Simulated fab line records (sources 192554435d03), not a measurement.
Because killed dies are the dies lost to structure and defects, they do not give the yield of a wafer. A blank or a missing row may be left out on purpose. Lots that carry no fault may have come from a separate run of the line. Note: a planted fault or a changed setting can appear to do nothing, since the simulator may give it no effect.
Which tool did it? + flow n5-finfet + 11 lots, 33 wafers sampled, at 3 steps of a route of 1938

== WHAT THE GAUGES SHOWED, per wafer ==
N5_PASSIVATION_CD_MEAS_10: the cd target is 3000 nm.
| lot  | measured     | on        | cd-nm (nm)           |
|------|--------------|-----------|----------------------|
| L387 | day 13 07:11 | cd-sem-01 | 2999.6 3002.3 3003.5 |
| L389 | day 13 01:16 | cd-sem-01 | 2997.6 2998.4 2995.4 |
| L386 | day 14 12:44 | cd-sem-01 | 3000.7 2999.4 2997.7 |
| L392 | day 14 08:45 | cd-sem-03 | 2998.7 2996.5 2998.8 |
| L395 | day 14 23:17 | cd-sem-01 | 2998.7 2999.2 3001.2 |
| L396 | day 14 18:07 | cd-sem-01 | 2999.6 3000.2 3000.8 |
| L398 | day 15 17:48 | cd-sem-03 | 3003.6 2999.1 2996.4 |
| L399 | day 16 10:24 | cd-sem-02 | 2999.9 3001.4 2996.1 |
| L401 | day 16 19:23 | cd-sem-01 | 2998.7 2998.7 3001.1 |
| L403 | day 17 03:29 | cd-sem-02 | 2997.3 2998.4 3002.2 |
| L406 | day 18 13:21 | cd-sem-01 | 3000.5 3002.1 3001.5 |

N5_PASSIVATION_CD_MEAS_30: the cd target is 4000 nm.
| lot  | measured     | on        | cd-nm (nm)           |
|------|--------------|-----------|----------------------|
| L387 | day 13 08:55 | cd-sem-03 | 3999.2 4000.0 4001.6 |
| L389 | day 13 07:31 | cd-sem-01 | 4001.2 4004.6 4000.6 |
| L386 | day 14 14:42 | cd-sem-02 | 4005.1 4002.6 4006.0 |
| L392 | day 14 10:43 | cd-sem-01 | 4001.8 3999.3 4003.8 |
| L395 | day 15 01:05 | cd-sem-02 | 4001.7 4001.1 4003.3 |
| L396 | day 14 20:01 | cd-sem-02 | 4003.7 4004.0 4004.4 |
| L398 | day 15 19:13 | cd-sem-02 | 4001.7 4002.9 4000.2 |
| L399 | day 16 12:08 | cd-sem-01 | 3999.8 4004.1 4001.9 |
| L401 | day 16 20:58 | cd-sem-02 | 4003.8 4000.5 4002.7 |
| L403 | day 17 05:08 | cd-sem-01 | 3999.6 4002.4 4004.9 |
| L406 | day 18 15:38 | cd-sem-03 | 4002.8 4002.7 3998.1 |

== TOOL THAT RAN EACH LOT (tool first, then ch and the chambers of the sampled wafers, then the start) ==
| lot  | N5_MOL_CONTACT_COAG_ETCH_15       |
|------|-----------------------------------|
| L387 | rie-diel-03 ch 0,2,3, day 5 11:28 |
| L389 | rie-diel-01 ch 2,3, day 5 18:23   |
| L386 | rie-diel-03 ch 0,2,3, day 6 00:20 |
| L392 | rie-diel-03 ch 2,3, day 6 06:13   |
| L395 | rie-diel-03 ch 0,2, day 6 22:41   |
| L396 | rie-diel-01 ch 1,2,3, day 7 01:03 |
| L398 | rie-diel-03 ch 1,2,3, day 8 01:26 |
| L399 | rie-diel-03 ch 1,2,3, day 8 04:53 |
| L401 | rie-diel-01 ch 0,1,2, day 8 15:38 |
| L403 | rie-diel-03 ch 0,1,3, day 9 02:42 |
| L406 | rie-diel-03 ch 0,2, day 9 17:19   |
- N5_MOL_CONTACT_COAG_ETCH_15: etches SiNx in CH3F/O2, stops on Si:P, target depth 7 nm.

== AS READ BY THE TOOLS THEMSELVES (means over the sampled wafers that have a number; for cases with no such wafer, the mark the record gives instead) ==
N5_MOL_CONTACT_COAG_ETCH_15.
| lot  | tool        | CH3F_flow_sccm (sccm) | O2_flow_sccm (sccm) | drypump-motor-current-A (A) | oes-product-au (a.u.) | rf-vpp-V (V) | showerhead-plenum-p-Torr (Torr) | throttle-valve-pct (%) |
|------|-------------|-----------------------|---------------------|-----------------------------|-----------------------|--------------|---------------------------------|------------------------|
| L387 | rie-diel-03 | 29.98                 | 20.01               | 5.8                         | 0.56                  | 297          | 2.01                            | 16.54                  |
| L389 | rie-diel-01 | 29.99                 | 20.01               | 5.2                         | 0.54                  | 303          | 2.08                            | 16.42                  |
| L386 | rie-diel-03 | 29.94                 | 20.04               | 5.8                         | 0.56                  | 297          | 2.01                            | 16.54                  |
| L392 | rie-diel-03 | 29.89                 | 20.02               | 6.0                         | 0.54                  | 292          | 1.96                            | 16.71                  |
| L395 | rie-diel-03 | 29.97                 | 20.02               | 5.6                         | 0.56                  | 300          | 2.06                            | 16.41                  |
| L396 | rie-diel-01 | 29.99                 | 20.00               | 5.1                         | 0.57                  | 302          | 2.07                            | 16.41                  |
| L398 | rie-diel-03 | 30.04                 | 20.03               | 5.6                         | 0.56                  | 296          | 1.98                            | 16.58                  |
| L399 | rie-diel-03 | 29.94                 | 20.04               | 5.6                         | 0.55                  | 296          | 1.98                            | 16.59                  |
| L401 | rie-diel-01 | 30.02                 | 20.02               | 5.5                         | 0.59                  | 301          | 2.05                            | 16.35                  |
| L403 | rie-diel-03 | 29.99                 | 19.98               | 5.7                         | 0.54                  | 294          | 2.00                            | 16.48                  |
| L406 | rie-diel-03 | 30.03                 | 20.00               | 5.4                         | 0.55                  | 303          | 2.04                            | 16.59                  |

== THE ANSWER, worked out from the rows above alone ==
Rule: what is usual is taken from the lots themselves. The widest of any qualifying gaps counts: lots, ordered by their means at a reading, are off when they make up no more than a third of the lots, leave a main group of 4 or more, and stand apart from it by 3 or more times the standard deviation of that group's means. A main group is skipped when, at the precision printed for the reading in the tables above, its means are all equal. A lot without any number at a reading at which 4 lots or more have one is off too. All remaining lots with rows at the step are treated as sound. Order of review: gauges by route order, followed by the tools' own readings, for which a lot's mean as printed above is used. At the first step where some lot is off, the reading lying furthest off is the one used; lots without a number count as furthest.
Across all readings shown, no lot is off: no conclusion can be drawn from this.

== WHAT HAD BEEN PUT IN BY THE SIMULATOR ==
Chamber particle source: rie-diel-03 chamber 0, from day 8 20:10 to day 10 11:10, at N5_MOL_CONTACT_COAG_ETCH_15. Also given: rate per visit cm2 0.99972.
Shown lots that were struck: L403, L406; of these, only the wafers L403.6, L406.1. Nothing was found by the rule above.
